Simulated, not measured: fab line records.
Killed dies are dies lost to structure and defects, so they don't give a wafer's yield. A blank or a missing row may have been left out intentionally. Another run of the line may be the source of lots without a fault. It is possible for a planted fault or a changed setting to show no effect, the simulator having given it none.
Chamber matching	flow nand_harc	3 sister chambers for NHARC_A_BONDPAD_DEP_00 on pecvd-01
The step deposits SiCN, target thk 250 nm. 6 wafers are shown with their chamber, then 11 later ones without.

WAFERS, EACH WITH ITS CHAMBER
wafer	chamber	heater_power_w (W)
L086.1	1	591
L086.2	0	633
L088.3	0	695
L088.5	1	608
L088.6	2	498
L089.3	2	593

WAFERS MISSING THEIR CHAMBER
wafer	heater_power_w (W)
L089.5	559
L089.6	597
L092.2	561
L092.4	609
L092.6	584
L095.1	594
L095.3	678
L095.5	587
L096.1	530
L096.2	655
L096.5	687

CHAMBER TAKEN BY EACH
wafer	from the rows above	in truth
L089.5	can't be placed: 2 or 1 or 0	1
L089.6	can't be placed: 1 or 2 or 0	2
L092.2	can't be placed: 2 or 1 or 0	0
L092.4	can't be placed: 1 or 0 or 2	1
L092.6	can't be placed: 1 or 2 or 0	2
L095.1	can't be placed: 1 or 2 or 0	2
L095.3	can't be placed: 0 or 1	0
L095.5	can't be placed: 1 or 2 or 0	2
L096.1	can't be placed: 2 or 1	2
L096.2	can't be placed: 0 or 1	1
L096.5	can't be placed: 0 or 1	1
Correct placement for 0 of the 11. Unplaceable from these rows: 11, with the true chamber sitting among the candidates in 11. 0 placed wrongly.
How it was worked out, from the rows above alone: a wafer's distance from a chamber is the root of the sum, over the readings, of the square of ((its reading less the chamber's mean) divided by the reading's scatter). The wafer belongs to the nearest chamber; if the next one is less than 2 further off, it can't be placed. A chamber's mean is the mean of its shown wafers. The scatter is the square root of a quotient: the sum, over the shown wafers, of each reading's squared deviation from its chamber's mean, divided by wafers minus chambers.
